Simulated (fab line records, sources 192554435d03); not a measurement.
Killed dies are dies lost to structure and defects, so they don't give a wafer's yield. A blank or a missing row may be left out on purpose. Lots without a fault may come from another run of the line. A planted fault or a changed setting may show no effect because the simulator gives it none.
Split-lot experiment | flow n5_finfet | 7 lots, 39 wafers read, on a route of 1938 steps

THE SPLIT
At N5_SD_EPI_P_EPI_21 (deposits SiGe:B, time 355 s), the setting time_s was moved away from the recipe's 355 s on 18 of the 39 wafers read, by -17.2% to +17.2%. The other wafers ran this setting at the recipe's value.

FROM THE SPLIT TO THE READING: what the file shows between them, 1 step
- N5_SD_EPI_P_EPI_MEAS_23

THE READING
SiGe-B_of_SD_EPI_P_EPI_21.thk_nm (the simulator's own value, which no gauge read), in nm, at N5_SD_EPI_P_HM_STRIP_48 (strips SiNx in H3PO4, material SiNx, target depth 3 nm). The file gives no usual value for it. The 21 wafers here that ran the recipe average 61.2 nm, standard deviation 0.93 nm.

wafer  | tool, chamber at the split | time_s as run, s | against the recipe | SiGe-B_of_SD_EPI_P_EPI_21.thk_nm, nm | against lot-mates on the recipe
L077.1 | epi_rpcvd-03, 0            | 355              | recipe             | 61.8                                 | -
L077.2 | epi_rpcvd-03, 0            | 296.5            | -16.5%             | 55.2                                 | -6.5
L077.3 | epi_rpcvd-03, 0            | 355              | recipe             | 61.2                                 | -
L077.4 | epi_rpcvd-03, 0            | 296.5            | -16.5%             | 55                                   | -6.7
L077.5 | epi_rpcvd-03, 0            | 296.5            | -16.5%             | 54.6                                 | -7.1
L077.6 | epi_rpcvd-03, 0            | 355              | recipe             | 62.2                                 | -
L078.1 | epi_rpcvd-04, 0            | 355              | recipe             | 62.2                                 | -
L078.4 | epi_rpcvd-04, 0            | 355              | recipe             | 62.2                                 | -
L078.2 | epi_rpcvd-04, 0            | 409.9            | +15.5%             | 68.2                                 | +5.9
L078.3 | epi_rpcvd-04, 0            | 355              | recipe             | 62.4                                 | -
L078.5 | epi_rpcvd-04, 0            | 409.9            | +15.5%             | 68.4                                 | +6.1
L078.6 | epi_rpcvd-04, 0            | 409.9            | +15.5%             | 67.6                                 | +5.3
L080.1 | epi_rpcvd-04, 0            | 294.1            | -17.2%             | 53.6                                 | -6.4
L080.2 | epi_rpcvd-04, 0            | 355              | recipe             | 60                                   | -
L080.3 | epi_rpcvd-04, 0            | 355              | recipe             | 59.8                                 | -
L080.4 | epi_rpcvd-04, 0            | 355              | recipe             | 60.2                                 | -
L080.5 | epi_rpcvd-04, 0            | 294.1            | -17.2%             | 53.4                                 | -6.6
L080.6 | epi_rpcvd-04, 0            | 294.1            | -17.2%             | 53.4                                 | -6.6
L085.1 | epi_rpcvd-02, 0            | 355              | recipe             | 61.4                                 | -
L085.2 | epi_rpcvd-02, 0            | 415.9            | +17.2%             | 68.8                                 | +7.1
L085.3 | epi_rpcvd-02, 0            | 415.9            | +17.2%             | 68.8                                 | +7.1
L085.4 | epi_rpcvd-02, 0            | 415.9            | +17.2%             | 68                                   | +6.3
L085.5 | epi_rpcvd-02, 0            | 355              | recipe             | 62                                   | -
L085.6 | epi_rpcvd-02, 0            | 355              | recipe             | 61.6                                 | -
L091.1 | epi_rpcvd-02, 0            | 355              | recipe             | 61.4                                 | -
L091.2 | epi_rpcvd-02, 0            | 355              | recipe             | 61.6                                 | -
L091.3 | epi_rpcvd-02, 0            | 384.1            | +8.2%              | 64.8                                 | +2.9
L091.4 | epi_rpcvd-02, 0            | 384.1            | +8.2%              | 65.2                                 | +3.3
L091.5 | epi_rpcvd-02, 0            | 384.1            | +8.2%              | 65.4                                 | +3.5
L091.6 | epi_rpcvd-02, 0            | 355              | recipe             | 62.6                                 | -
L093.1 | epi_rpcvd-03, 0            | 355              | recipe             | 60.4                                 | -
L093.2 | epi_rpcvd-03, 0            | 355              | recipe             | 59.4                                 | -
L093.5 | epi_rpcvd-03, 0            | 355              | recipe             | 60                                   | -
L095.1 | epi_rpcvd-03, 0            | 355              | recipe             | 61                                   | -
L095.2 | epi_rpcvd-03, 0            | 296.3            | -16.5%             | 54.4                                 | -6.6
L095.3 | epi_rpcvd-03, 0            | 355              | recipe             | 60.4                                 | -
L095.4 | epi_rpcvd-03, 0            | 296.3            | -16.5%             | 54                                   | -7.0
L095.5 | epi_rpcvd-03, 0            | 355              | recipe             | 61.6                                 | -
L095.6 | epi_rpcvd-03, 0            | 296.3            | -16.5%             | 54.8                                 | -6.2

THE FIT
A straight line over all 39 wafers: SiGe-B_of_SD_EPI_P_EPI_21.thk_nm changes by +0.426 nm for each +1% of time_s; r = +0.99; the points scatter about the line by 0.78 nm.
The same after taking each lot's own level away (the mean of its wafers on the recipe; 39 wafers): +0.394 nm for each +1%; r = +1.00; scatter 0.37 nm.
On that fit, the largest move of time_s shifts the reading by 6.8 nm.
The lots' own levels span 59.93 to 62.27 nm, that is 2.5 times the standard deviation above.
So the lot-to-lot level changes the slope little: the two slopes agree.
Check: with one of the wafers moved furthest among these (-17.2%) left out of the fit, the line predicts -6.82 nm for it against its lot-mates. It came out at -6.4 nm against them.

OTHER SPLITS ON THESE WAFERS
These wafers also went through other splits before the reading. Each is held against what the fit with the lots' levels taken away leaves over:
other split on the same wafers  | wafers away from the commonest value | r with SiGe-B_of_SD_EPI_P_EPI_21.thk_nm (lot level and that fit taken away)
N5_DUMMY_GATE_EXPOSE_12 dose_mj | 15                                   | +0.06
N5_SD_EPI_N_EPI_21 temp_c       | 12                                   | +0.07

THE WHOLE CHAIN: every reading that the file lists as answering this split, in the file's order
step                    | what it does                                           | reading                                                                           | change (the file's fit)               | r (the file's)
N5_SD_EPI_P_EPI_21      | deposits SiGe:B, time 355 s                            | SiGe-B_of_SD_EPI_P_EPI_21.thk_nm (the simulator's own value, which no gauge read) | +0.399 nm for each +1% of the setting | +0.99
N5_SD_EPI_P_EPI_MEAS_23 |                                                        | thk_nm                                                                            | withheld for each +1% of the setting  | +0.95
N5_SD_EPI_P_HM_STRIP_48 | strips SiNx in H3PO4, material SiNx, target depth 3 nm | SiGe-B_of_SD_EPI_P_EPI_21.thk_nm (the simulator's own value, which no gauge read) | +0.394 nm for each +1% of the setting | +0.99

THE FILE'S OWN FIT
SiGe-B_of_SD_EPI_P_EPI_21.thk_nm changes by +0.394 nm for each +1% of time_s, r = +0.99.
